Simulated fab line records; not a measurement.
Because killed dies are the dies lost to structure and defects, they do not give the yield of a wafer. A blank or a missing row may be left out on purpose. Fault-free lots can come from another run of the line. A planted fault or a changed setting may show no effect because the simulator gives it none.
Comparing a struck lot with a sound one | flow nandHarc | 13 steps out of a route of 1302
Sound: wafers L587.2, L587.5, L587.6. Wafers struck: L591.3, L591.4, L591.6. The cause is named last.
Per side, at each step with rows, come the tool, then ch with its chambers, and then its first start. Under that, the readings that differ: sound wafers | struck wafers | difference of the means | sigmas: that difference in standard deviations of wafers without a fault.
alike: same words and numbers on both sides, and readings whose means sit less than 2 such deviations apart. not compared: any withheld reading, any reading some wafer has no value for, any bound like >300 that may hide the same value, and any number with overlapping values for which the record gives no deviation.
The two part at a step that has a row with sigmas, a row that says differs or no value, or rows on one side only. Non-overlapping numbers with no deviation appear without sigmas and do not part them. A reading missing from all wafers of one side parts the sides only when that side holds two or more wafers.

NHARC_A_BLC_CMP_25: polishes, t overpolish 30 s, target thk 150 nm.
  sound on cmp-04 ch 1,2,3, day 24 11:47; struck on cmp-01 ch 0,1, day 26 03:46
reading             | sound          | struck         | difference | sigmas
timeToEndpointS (s) | 26.9 28.7 28.6 | 32.1 34.5 29.9 | +4.1       | +2
  alike: edgeZonePressureFrac, motorCurrentA, overpolishRunS
then, 1 step without rows for these wafers: NHARC_A_BLC_SRD_27.
NHARC_A_BLC_INSPECT_28:
  sound on defectInspect-02 at day 24 12:08; struck on defectInspect-01 at day 26 04:09
  alike: rawDefectCount
then, 8 steps without rows for these wafers: NHARC_A_M0_DEP_00 (deposits SiOC, target thk 150 nm); NHARC_A_M0_DEHYDRATE_01 (time 120 s); NHARC_A_M0_HMDS_02 (time 30 s); NHARC_A_M0_COAT_33 (time 65 s); NHARC_A_M0_COAT_03 (resist thk 90 nm); NHARC_A_M0_SOFTBAKE_04 (time 55 s); NHARC_A_M0_EBR_05; NHARC_A_M0_EXPOSE_06 (exposes mask A M0, target cd 80 nm).
NHARC_A_M0_PEB_07: peb time 65 s.
  sound on lithoTrack-06 ch 0, day 24 12:50; struck on lithoTrack-01, day 26 05:22
  no value came back on the struck wafers for chillPlateTempC (C), exhaustPa (Pa); on the sound wafers chillPlateTempC (C) reads 23.00 22.98 22.92
then, 1 step without rows for these wafers: NHARC_A_M0_DEVELOP_08 (develop time 35 s).

## WHERE THEY PART
First at NHARC_A_BLC_CMP_25; last, within this record, at NHARC_A_M0_PEB_07.

WHY: the cause the simulator had injected
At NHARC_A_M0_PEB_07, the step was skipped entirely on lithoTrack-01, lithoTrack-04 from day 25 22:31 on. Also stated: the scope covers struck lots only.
